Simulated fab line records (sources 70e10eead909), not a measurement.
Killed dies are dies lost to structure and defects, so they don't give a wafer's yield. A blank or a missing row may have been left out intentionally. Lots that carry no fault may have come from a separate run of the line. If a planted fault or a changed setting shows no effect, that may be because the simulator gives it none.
What tool caused it? :: flow nand_harc :: 72 wafers from 24 lots sampled at 4 of the route's 1159 steps

WHAT EACH GAUGE READ, for each wafer
NHARC_P_CONTACT_OVL_MEAS_13.
lot: L074
measured: day 5 08:02
on: overlay-02
overlay_x_nm (nm): 0.5 0.3 0.3
overlay_y_nm (nm): -1.5 -0.9 -0.6

lot: L076
measured: day 6 01:55
on: overlay-02
overlay_x_nm (nm): 0.2 -0.4 0.4
overlay_y_nm (nm): 0.9 0.9 1.2

lot: L075
measured: day 6 03:01
on: overlay-01
overlay_x_nm (nm): -0.7 -0.9 -1.0
overlay_y_nm (nm): 0.4 0.2 0.2

lot: L078
measured: day 6 06:10
on: overlay-01
overlay_x_nm (nm): -0.4 -0.3 -0.3
overlay_y_nm (nm): -1.5 -1.7 -1.6

lot: L077
measured: day 6 10:41
on: overlay-01
overlay_x_nm (nm): 0.1 -0.4 0.3
overlay_y_nm (nm): 0.3 0.7 0.2

lot: L079
measured: day 6 18:27
on: overlay-01
overlay_x_nm (nm): 0.8 0.4 0.1
overlay_y_nm (nm): -0.1 0.5 0.1

lot: L080
measured: day 7 02:32
on: overlay-01
overlay_x_nm (nm): 0.0 -0.2 0.4
overlay_y_nm (nm): 1.0 0.2 0.2

lot: L081
measured: day 7 09:18
on: overlay-01
overlay_x_nm (nm): -1.1 -0.2 -0.4
overlay_y_nm (nm): 0.2 0.0 -0.2

lot: L082
measured: day 7 14:58
on: overlay-02
overlay_x_nm (nm): -0.4 -0.5 -0.5
overlay_y_nm (nm): 0.2 0.1 0.1

lot: L083
measured: day 7 16:04
on: overlay-02
overlay_x_nm (nm): 1.3 0.5 0.4
overlay_y_nm (nm): -1.1 -0.5 -1.1

lot: L084
measured: day 7 20:20
on: overlay-02
overlay_x_nm (nm): -0.5 -0.2 -0.2
overlay_y_nm (nm): -0.7 -0.7 -0.6

lot: L088
measured: day 8 17:03
on: overlay-02
overlay_x_nm (nm): -1.0 -1.5 -0.9
overlay_y_nm (nm): 0.4 1.4 0.4

lot: L085
measured: day 8 17:59
on: overlay-01
overlay_x_nm (nm): 0.2 -0.1 0.0
overlay_y_nm (nm): 0.2 0.0 0.6

lot: L086
measured: day 8 18:01
on: overlay-02
overlay_x_nm (nm): 0.0 -0.4 0.3
overlay_y_nm (nm): -0.7 -0.4 -0.1

lot: L087
measured: day 8 23:39
on: overlay-01
overlay_x_nm (nm): 1.7 2.3 1.1
overlay_y_nm (nm): 0.8 0.8 0.6

lot: L089
measured: day 9 12:14
on: overlay-02
overlay_x_nm (nm): -0.2 -0.4 -0.1
overlay_y_nm (nm): 1.5 1.5 1.1

lot: L090
measured: day 9 13:25
on: overlay-01
overlay_x_nm (nm): 0.6 0.3 -0.3
overlay_y_nm (nm): -0.2 -0.2 0.1

lot: L091
measured: day 9 17:23
on: overlay-01
overlay_x_nm (nm): -0.9 -1.6 -0.6
overlay_y_nm (nm): 0.3 0.5 0.4

lot: L093
measured: day 10 06:55
on: overlay-02
overlay_x_nm (nm): 0.5 0.2 0.4
overlay_y_nm (nm): 0.9 0.6 0.6

lot: L092
measured: day 10 07:45
on: overlay-01
overlay_x_nm (nm): 1.0 0.9 0.3
overlay_y_nm (nm): 1.2 1.4 1.3

lot: L095
measured: day 10 16:08
on: overlay-01
overlay_x_nm (nm): 0.6 1.1 0.1
overlay_y_nm (nm): 2.1 1.8 2.2

lot: L094
measured: day 10 16:27
on: overlay-02
overlay_x_nm (nm): -0.2 0.3 0.0
overlay_y_nm (nm): 1.0 0.6 1.3

lot: L096
measured: day 11 07:34
on: overlay-01
overlay_x_nm (nm): 0.9 1.2 0.9
overlay_y_nm (nm): 0.2 -0.2 -0.5

lot: L097
measured: day 11 08:31
on: overlay-02
overlay_x_nm (nm): 0.1 0.2 0.4
overlay_y_nm (nm): 0.8 0.7 0.3

WHICH TOOL RAN EACH LOT (tool, then ch and the chambers of the sampled wafers, then the start)
lot: L074
NHARC_P_GATE_STRIP_108: rie_diel-04 ch 0,1,3, day 4 12:31
NHARC_P_GATE_DESCUM_48: rie_diel-04 ch 0,1,3, day 4 23:56
NHARC_P_GATE_RTA_82: rtp_anneal-02 ch 0, day 5 06:07

lot: L076
NHARC_P_GATE_STRIP_108: rie_diel-04 ch 0,2,3, day 5 06:10
NHARC_P_GATE_DESCUM_48: rie_diel-05 ch 0,3, day 5 17:51
NHARC_P_GATE_RTA_82: rtp_anneal-02 ch 0, day 6 00:07

lot: L075
NHARC_P_GATE_STRIP_108: rie_diel-04 ch 0,2, day 5 06:55
NHARC_P_GATE_DESCUM_48: rie_diel-05 ch 1,2,3, day 5 18:43
NHARC_P_GATE_RTA_82: rtp_anneal-02 ch 0, day 6 00:56

lot: L078
NHARC_P_GATE_STRIP_108: rie_diel-05 ch 0,1,3, day 5 10:32
NHARC_P_GATE_DESCUM_48: rie_diel-07 ch 0,1, day 5 21:54
NHARC_P_GATE_RTA_82: rtp_anneal-01 ch 0, day 6 04:16

lot: L077
NHARC_P_GATE_STRIP_108: rie_diel-07 ch 1,2,3, day 5 10:34
NHARC_P_GATE_DESCUM_48: rie_diel-07 ch 0,1,3, day 6 02:31
NHARC_P_GATE_RTA_82: rtp_anneal-02 ch 0, day 6 08:47

lot: L079
NHARC_P_GATE_STRIP_108: rie_diel-05 ch 2,3, day 5 22:54
NHARC_P_GATE_DESCUM_48: rie_diel-07 ch 0,2, day 6 10:12
NHARC_P_GATE_RTA_82: rtp_anneal-01 ch 0, day 6 16:34

lot: L080
NHARC_P_GATE_STRIP_108: rie_diel-04 ch 1,2, day 6 07:00
NHARC_P_GATE_DESCUM_48: rie_diel-04 ch 1,3, day 6 18:23
NHARC_P_GATE_RTA_82: rtp_anneal-01 ch 0, day 7 00:38

lot: L081
NHARC_P_GATE_STRIP_108: rie_diel-04 ch 0,1,3, day 6 13:56
NHARC_P_GATE_DESCUM_48: rie_diel-07 ch 0,1,2, day 7 01:13
NHARC_P_GATE_RTA_82: rtp_anneal-01 ch 0, day 7 07:25

lot: L082
NHARC_P_GATE_STRIP_108: rie_diel-05 ch 0,2,3, day 6 19:37
NHARC_P_GATE_DESCUM_48: rie_diel-07 ch 0,1,2, day 7 07:00
NHARC_P_GATE_RTA_82: rtp_anneal-02 ch 0, day 7 13:04

lot: L083
NHARC_P_GATE_STRIP_108: rie_diel-05 ch 0,1,2, day 6 20:01
NHARC_P_GATE_DESCUM_48: rie_diel-04 ch 0,1,2, day 7 07:22
NHARC_P_GATE_RTA_82: rtp_anneal-01 ch 0, day 7 14:10

lot: L084
NHARC_P_GATE_STRIP_108: rie_diel-04 ch 0,1,3, day 7 00:54
NHARC_P_GATE_DESCUM_48: rie_diel-04 ch 0,1, day 7 12:11
NHARC_P_GATE_RTA_82: rtp_anneal-02 ch 0, day 7 18:25

lot: L088
NHARC_P_GATE_STRIP_108: rie_diel-04 ch 2,3, day 7 21:34
NHARC_P_GATE_DESCUM_48: rie_diel-04 ch 0,3, day 8 08:53
NHARC_P_GATE_RTA_82: rtp_anneal-01 ch 0, day 8 15:11

lot: L085
NHARC_P_GATE_STRIP_108: rie_diel-04 ch 0,1,3, day 7 21:56
NHARC_P_GATE_DESCUM_48: rie_diel-04 ch 0,2,3, day 8 09:06
NHARC_P_GATE_RTA_82: rtp_anneal-01 ch 0, day 8 15:50

lot: L086
NHARC_P_GATE_STRIP_108: rie_diel-04 ch 1,2,3, day 7 22:14
NHARC_P_GATE_DESCUM_48: rie_diel-05 ch 1,2, day 8 09:28
NHARC_P_GATE_RTA_82: rtp_anneal-01 ch 0, day 8 16:08

lot: L087
NHARC_P_GATE_STRIP_108: rie_diel-04 ch 0,1,2, day 7 22:18
NHARC_P_GATE_DESCUM_48: rie_diel-07 ch 0,1,3, day 8 15:10
NHARC_P_GATE_RTA_82: rtp_anneal-02 ch 0, day 8 21:44

lot: L089
NHARC_P_GATE_STRIP_108: rie_diel-05 ch 0,2, day 8 16:40
NHARC_P_GATE_DESCUM_48: rie_diel-04 ch 0,1, day 9 03:59
NHARC_P_GATE_RTA_82: rtp_anneal-01 ch 0, day 9 10:19

lot: L090
NHARC_P_GATE_STRIP_108: rie_diel-07 ch 0,1, day 8 17:26
NHARC_P_GATE_DESCUM_48: rie_diel-04 ch 0,2,3, day 9 04:37
NHARC_P_GATE_RTA_82: rtp_anneal-01 ch 0, day 9 10:48

lot: L091
NHARC_P_GATE_STRIP_108: rie_diel-07 ch 0,2,3, day 8 22:01
NHARC_P_GATE_DESCUM_48: rie_diel-04 ch 0,3, day 9 09:12
NHARC_P_GATE_RTA_82: rtp_anneal-02 ch 0, day 9 15:34

lot: L093
NHARC_P_GATE_STRIP_108: rie_diel-05 ch 0,1,2, day 9 11:14
NHARC_P_GATE_DESCUM_48: rie_diel-05 ch 0,1,2, day 9 22:36
NHARC_P_GATE_RTA_82: rtp_anneal-01 ch 0, day 10 05:02

lot: L092
NHARC_P_GATE_STRIP_108: rie_diel-07 ch 0,1,2, day 9 11:25
NHARC_P_GATE_DESCUM_48: rie_diel-04 ch 0,3, day 9 22:47
NHARC_P_GATE_RTA_82: rtp_anneal-01 ch 0, day 10 05:55

lot: L095
NHARC_P_GATE_STRIP_108: rie_diel-04 ch 0,3, day 9 20:22
NHARC_P_GATE_DESCUM_48: rie_diel-04 ch 0,2, day 10 07:34
NHARC_P_GATE_RTA_82: rtp_anneal-01 ch 0, day 10 14:14

lot: L094
NHARC_P_GATE_STRIP_108: rie_diel-04 ch 0,2,3, day 9 20:28
NHARC_P_GATE_DESCUM_48: rie_diel-04 ch 1,2,3, day 10 07:48
NHARC_P_GATE_RTA_82: rtp_anneal-01 ch 0, day 10 14:25

lot: L096
NHARC_P_GATE_STRIP_108: rie_diel-05 ch 1,3, day 10 11:54
NHARC_P_GATE_DESCUM_48: rie_diel-07 ch 0,1,2, day 10 23:22
NHARC_P_GATE_RTA_82: rtp_anneal-02 ch 0, day 11 05:39

lot: L097
NHARC_P_GATE_STRIP_108: rie_diel-04 ch 2,3, day 10 12:38
NHARC_P_GATE_DESCUM_48: rie_diel-07 ch 0,1, day 10 23:59
NHARC_P_GATE_RTA_82: rtp_anneal-02 ch 0, day 11 06:29
- NHARC_P_GATE_STRIP_108: strips in O2.
- NHARC_P_GATE_DESCUM_48: chemistry O2, time 3 s.
- NHARC_P_GATE_RTA_82: time 30 s.

WHAT THE TOOLS THEMSELVES READ (means of the sampled wafers that have a number; where no wafer has one, the mark that the record gives instead)
NHARC_P_GATE_STRIP_108.
lot: L074
tool: rie_diel-04
drypump_motor_current_A (A): 5.5
oes_product_au (a.u.): 0.990
rf_vpp_V (V): 58.1
showerhead_plenum_p_Torr (Torr): 3.59
throttle_valve_pct (%): 17.050

lot: L076
tool: rie_diel-04
drypump_motor_current_A (A): 5.8
oes_product_au (a.u.): 1.010
rf_vpp_V (V): 58.6
showerhead_plenum_p_Torr (Torr): 3.63
throttle_valve_pct (%): 17.036

lot: L075
tool: rie_diel-04
drypump_motor_current_A (A): 5.8
oes_product_au (a.u.): 1.023
rf_vpp_V (V): 58.5
showerhead_plenum_p_Torr (Torr): 3.60
throttle_valve_pct (%): 17.037

lot: L078
tool: rie_diel-05
drypump_motor_current_A (A): 6.0
oes_product_au (a.u.): 1.006
rf_vpp_V (V): 57.4
showerhead_plenum_p_Torr (Torr): 3.42
throttle_valve_pct (%): 17.033

lot: L077
tool: rie_diel-07
drypump_motor_current_A (A): 5.5
oes_product_au (a.u.): 1.011
rf_vpp_V (V): 57.6
showerhead_plenum_p_Torr (Torr): 3.58
throttle_valve_pct (%): 17.040

lot: L079
tool: rie_diel-05
drypump_motor_current_A (A): 6.3
oes_product_au (a.u.): 1.018
rf_vpp_V (V): 57.1
showerhead_plenum_p_Torr (Torr): 3.53
throttle_valve_pct (%): 17.035

lot: L080
tool: rie_diel-04
drypump_motor_current_A (A): 5.3
oes_product_au (a.u.): 1.005
rf_vpp_V (V): 58.0
showerhead_plenum_p_Torr (Torr): 3.57
throttle_valve_pct (%): 17.033

lot: L081
tool: rie_diel-04
drypump_motor_current_A (A): 5.5
oes_product_au (a.u.): 1.010
rf_vpp_V (V): 57.1
showerhead_plenum_p_Torr (Torr): 3.59
throttle_valve_pct (%): 17.036

lot: L082
tool: rie_diel-05
drypump_motor_current_A (A): 6.3
oes_product_au (a.u.): 1.019
rf_vpp_V (V): 57.8
showerhead_plenum_p_Torr (Torr): 3.54
throttle_valve_pct (%): 17.041

lot: L083
tool: rie_diel-05
drypump_motor_current_A (A): 6.0
oes_product_au (a.u.): 1.010
rf_vpp_V (V): 57.1
showerhead_plenum_p_Torr (Torr): 3.47
throttle_valve_pct (%): 17.048

lot: L084
tool: rie_diel-04
drypump_motor_current_A (A): 5.5
oes_product_au (a.u.): 1.006
rf_vpp_V (V): 57.7
showerhead_plenum_p_Torr (Torr): 3.59
throttle_valve_pct (%): 17.041

lot: L088
tool: rie_diel-04
drypump_motor_current_A (A): 5.7
oes_product_au (a.u.): 1.003
rf_vpp_V (V): 58.0
showerhead_plenum_p_Torr (Torr): 3.66
throttle_valve_pct (%): 17.038

lot: L085
tool: rie_diel-04
drypump_motor_current_A (A): 5.5
oes_product_au (a.u.): 1.010
rf_vpp_V (V): 57.5
showerhead_plenum_p_Torr (Torr): 3.58
throttle_valve_pct (%): 17.037

lot: L086
tool: rie_diel-04
drypump_motor_current_A (A): 5.5
oes_product_au (a.u.): 1.012
rf_vpp_V (V): 57.1
showerhead_plenum_p_Torr (Torr): 3.63
throttle_valve_pct (%): 17.033

lot: L087
tool: rie_diel-04
drypump_motor_current_A (A): 5.6
oes_product_au (a.u.): 1.015
rf_vpp_V (V): 57.6
showerhead_plenum_p_Torr (Torr): 3.56
throttle_valve_pct (%): 17.040

lot: L089
tool: rie_diel-05
drypump_motor_current_A (A): 6.3
oes_product_au (a.u.): 1.004
rf_vpp_V (V): 57.9
showerhead_plenum_p_Torr (Torr): 3.54
throttle_valve_pct (%): 17.034

lot: L090
tool: rie_diel-07
drypump_motor_current_A (A): 5.0
oes_product_au (a.u.): 1.011
rf_vpp_V (V): 56.2
showerhead_plenum_p_Torr (Torr): 3.38
throttle_valve_pct (%): 17.030

lot: L091
tool: rie_diel-07
drypump_motor_current_A (A): 5.6
oes_product_au (a.u.): 1.021
rf_vpp_V (V): 58.0
showerhead_plenum_p_Torr (Torr): 3.45
throttle_valve_pct (%): 17.040

lot: L093
tool: rie_diel-05
drypump_motor_current_A (A): 5.9
oes_product_au (a.u.): 1.008
rf_vpp_V (V): 58.6
showerhead_plenum_p_Torr (Torr): 3.64
throttle_valve_pct (%): 17.038

lot: L092
tool: rie_diel-07
drypump_motor_current_A (A): 5.5
oes_product_au (a.u.): 1.012
rf_vpp_V (V): 58.0
showerhead_plenum_p_Torr (Torr): 3.46
throttle_valve_pct (%): 17.041

lot: L095
tool: rie_diel-04
drypump_motor_current_A (A): 5.8
oes_product_au (a.u.): 1.016
rf_vpp_V (V): 57.4
showerhead_plenum_p_Torr (Torr): 3.57
throttle_valve_pct (%): 17.045

lot: L094
tool: rie_diel-04
drypump_motor_current_A (A): 5.7
oes_product_au (a.u.): 1.014
rf_vpp_V (V): 57.6
showerhead_plenum_p_Torr (Torr): 3.62
throttle_valve_pct (%): 17.041

lot: L096
tool: rie_diel-05
drypump_motor_current_A (A): 5.9
oes_product_au (a.u.): 1.002
rf_vpp_V (V): 59.1
showerhead_plenum_p_Torr (Torr): 3.58
throttle_valve_pct (%): 17.033

lot: L097
tool: rie_diel-04
drypump_motor_current_A (A): 5.6
oes_product_au (a.u.): 1.015
rf_vpp_V (V): 58.0
showerhead_plenum_p_Torr (Torr): 3.68
throttle_valve_pct (%): 17.035

NHARC_P_GATE_DESCUM_48.
lot: L074
tool: rie_diel-04
drypump_motor_current_A (A): 5.5
oes_product_au (a.u.): 0.991
rf_vpp_V (V): 58.3
showerhead_plenum_p_Torr (Torr): 1.95
throttle_valve_pct (%): 11.306

lot: L076
tool: rie_diel-05
drypump_motor_current_A (A): 6.3
oes_product_au (a.u.): 1.009
rf_vpp_V (V): 57.4
showerhead_plenum_p_Torr (Torr): 1.90
throttle_valve_pct (%): 11.308

lot: L075
tool: rie_diel-05
drypump_motor_current_A (A): 6.0
oes_product_au (a.u.): 1.017
rf_vpp_V (V): 56.5
showerhead_plenum_p_Torr (Torr): 1.88
throttle_valve_pct (%): 11.313

lot: L078
tool: rie_diel-07
drypump_motor_current_A (A): 5.0
oes_product_au (a.u.): 0.998
rf_vpp_V (V): 57.4
showerhead_plenum_p_Torr (Torr): 1.90
throttle_valve_pct (%): 11.316

lot: L077
tool: rie_diel-07
drypump_motor_current_A (A): 5.0
oes_product_au (a.u.): 0.995
rf_vpp_V (V): 57.2
showerhead_plenum_p_Torr (Torr): 1.90
throttle_valve_pct (%): 11.316

lot: L079
tool: rie_diel-07
drypump_motor_current_A (A): 5.6
oes_product_au (a.u.): 1.007
rf_vpp_V (V): 57.3
showerhead_plenum_p_Torr (Torr): 1.81
throttle_valve_pct (%): 11.297

lot: L080
tool: rie_diel-04
drypump_motor_current_A (A): 5.2
oes_product_au (a.u.): 0.994
rf_vpp_V (V): 58.5
showerhead_plenum_p_Torr (Torr): 1.95
throttle_valve_pct (%): 11.314

lot: L081
tool: rie_diel-07
drypump_motor_current_A (A): 5.5
oes_product_au (a.u.): 1.014
rf_vpp_V (V): 57.4
showerhead_plenum_p_Torr (Torr): 1.88
throttle_valve_pct (%): 11.308

lot: L082
tool: rie_diel-07
drypump_motor_current_A (A): 5.5
oes_product_au (a.u.): 1.010
rf_vpp_V (V): 58.0
showerhead_plenum_p_Torr (Torr): 1.88
throttle_valve_pct (%): 11.307

lot: L083
tool: rie_diel-04
drypump_motor_current_A (A): 5.6
oes_product_au (a.u.): 1.009
rf_vpp_V (V): 58.6
showerhead_plenum_p_Torr (Torr): 1.93
throttle_valve_pct (%): 11.311

lot: L084
tool: rie_diel-04
drypump_motor_current_A (A): 5.3
oes_product_au (a.u.): 1.008
rf_vpp_V (V): 57.3
showerhead_plenum_p_Torr (Torr): 1.91
throttle_valve_pct (%): 11.314

lot: L088
tool: rie_diel-04
drypump_motor_current_A (A): 5.8
oes_product_au (a.u.): 1.017
rf_vpp_V (V): 57.6
showerhead_plenum_p_Torr (Torr): 1.94
throttle_valve_pct (%): 11.318

lot: L085
tool: rie_diel-04
drypump_motor_current_A (A): 5.7
oes_product_au (a.u.): 1.022
rf_vpp_V (V): 58.0
showerhead_plenum_p_Torr (Torr): 1.97
throttle_valve_pct (%): 11.319

lot: L086
tool: rie_diel-05
drypump_motor_current_A (A): 5.6
oes_product_au (a.u.): 0.998
rf_vpp_V (V): 57.7
showerhead_plenum_p_Torr (Torr): 2.04
throttle_valve_pct (%): 11.313

lot: L087
tool: rie_diel-07
drypump_motor_current_A (A): 5.1
oes_product_au (a.u.): 1.011
rf_vpp_V (V): 57.1
showerhead_plenum_p_Torr (Torr): 1.89
throttle_valve_pct (%): 11.311

lot: L089
tool: rie_diel-04
drypump_motor_current_A (A): 5.4
oes_product_au (a.u.): 1.002
rf_vpp_V (V): 57.9
showerhead_plenum_p_Torr (Torr): 1.91
throttle_valve_pct (%): 11.312

lot: L090
tool: rie_diel-04
drypump_motor_current_A (A): 5.7
oes_product_au (a.u.): 1.010
rf_vpp_V (V): 58.1
showerhead_plenum_p_Torr (Torr): 1.97
throttle_valve_pct (%): 11.310

lot: L091
tool: rie_diel-04
drypump_motor_current_A (A): 5.6
oes_product_au (a.u.): 1.005
rf_vpp_V (V): 58.4
showerhead_plenum_p_Torr (Torr): 1.98
throttle_valve_pct (%): 11.311

lot: L093
tool: rie_diel-05
drypump_motor_current_A (A): 5.9
oes_product_au (a.u.): 1.006
rf_vpp_V (V): 57.4
showerhead_plenum_p_Torr (Torr): 1.98
throttle_valve_pct (%): 11.313

lot: L092
tool: rie_diel-04
drypump_motor_current_A (A): 5.6
oes_product_au (a.u.): 1.011
rf_vpp_V (V): 58.1
showerhead_plenum_p_Torr (Torr): 1.98
throttle_valve_pct (%): 11.319

lot: L095
tool: rie_diel-04
drypump_motor_current_A (A): 5.9
oes_product_au (a.u.): 1.022
rf_vpp_V (V): 57.9
showerhead_plenum_p_Torr (Torr): 1.95
throttle_valve_pct (%): 11.310

lot: L094
tool: rie_diel-04
drypump_motor_current_A (A): 5.5
oes_product_au (a.u.): 1.009
rf_vpp_V (V): 58.8
showerhead_plenum_p_Torr (Torr): 1.97
throttle_valve_pct (%): 11.310

lot: L096
tool: rie_diel-07
drypump_motor_current_A (A): 5.5
oes_product_au (a.u.): 0.990
rf_vpp_V (V): 57.9
showerhead_plenum_p_Torr (Torr): 1.98
throttle_valve_pct (%): 11.305

lot: L097
tool: rie_diel-07
drypump_motor_current_A (A): 5.0
oes_product_au (a.u.): 0.998
rf_vpp_V (V): 58.3
showerhead_plenum_p_Torr (Torr): 2.00
throttle_valve_pct (%): 11.303

NHARC_P_GATE_RTA_82.
lot: L074
tool: rtp_anneal-02
lamp_power_pct (%): 4.15
wafer_temp_C_max: 451.8

lot: L076
tool: rtp_anneal-02
lamp_power_pct (%): 4.15
wafer_temp_C_max: 451.4

lot: L075
tool: rtp_anneal-02
lamp_power_pct (%): 4.15
wafer_temp_C_max: 451.3

lot: L078
tool: rtp_anneal-01
lamp_power_pct (%): 3.85
wafer_temp_C_max: 452.3

lot: L077
tool: rtp_anneal-02
lamp_power_pct (%): 4.14
wafer_temp_C_max: 451.4

lot: L079
tool: rtp_anneal-01
lamp_power_pct (%): 3.85
wafer_temp_C_max: 452.1

lot: L080
tool: rtp_anneal-01
lamp_power_pct (%): 3.85
wafer_temp_C_max: 452.0

lot: L081
tool: rtp_anneal-01
lamp_power_pct (%): 3.85
wafer_temp_C_max: 452.0

lot: L082
tool: rtp_anneal-02
lamp_power_pct (%): 4.15
wafer_temp_C_max: 451.2

lot: L083
tool: rtp_anneal-01
lamp_power_pct (%): 3.85
wafer_temp_C_max: 452.2

lot: L084
tool: rtp_anneal-02
lamp_power_pct (%): 4.14
wafer_temp_C_max: 450.9

lot: L088
tool: rtp_anneal-01
lamp_power_pct (%): 3.85
wafer_temp_C_max: 452.2

lot: L085
tool: rtp_anneal-01
lamp_power_pct (%): 3.85
wafer_temp_C_max: 452.2

lot: L086
tool: rtp_anneal-01
lamp_power_pct (%): 3.85
wafer_temp_C_max: 453.1

lot: L087
tool: rtp_anneal-02
lamp_power_pct (%): 4.15
wafer_temp_C_max: 451.2

lot: L089
tool: rtp_anneal-01
lamp_power_pct (%): 3.85
wafer_temp_C_max: 452.1

lot: L090
tool: rtp_anneal-01
lamp_power_pct (%): 3.85
wafer_temp_C_max: 452.3

lot: L091
tool: rtp_anneal-02
lamp_power_pct (%): 4.15
wafer_temp_C_max: 451.6

lot: L093
tool: rtp_anneal-01
lamp_power_pct (%): 3.85
wafer_temp_C_max: 452.0

lot: L092
tool: rtp_anneal-01
lamp_power_pct (%): 3.85
wafer_temp_C_max: 451.9

lot: L095
tool: rtp_anneal-01
lamp_power_pct (%): 3.85
wafer_temp_C_max: 451.8

lot: L094
tool: rtp_anneal-01
lamp_power_pct (%): 3.85
wafer_temp_C_max: 452.3

lot: L096
tool: rtp_anneal-02
lamp_power_pct (%): 4.14
wafer_temp_C_max: 451.1

lot: L097
tool: rtp_anneal-02
lamp_power_pct (%): 4.14
wafer_temp_C_max: 451.1

THE ANSWER, worked out from the rows above alone
Rule: the lots themselves supply what counts as usual. Put in order of their means at a reading, lots are off if they are a third of the lots or fewer, leave a main group of 4 or more, and stand apart from it by a gap of 3 or more times the standard deviation of the main group's means; of several such gaps the widest counts. A main group whose means are all the same, to the digits that the tables above print for the reading, isn't used. A lot without any number at a reading at which 4 lots or more have one is off too. The other lots that the step has rows for count as sound. Order of review: gauges by route order, followed by the tools' own readings, for which a lot's mean as printed above is used. At the first step where some lot is off, the reading lying furthest off is the one used; lots without a number count as furthest.
No lot is off on any of the readings shown, so nothing can be concluded from this.

WHAT WAS PUT IN BY THE SIMULATOR
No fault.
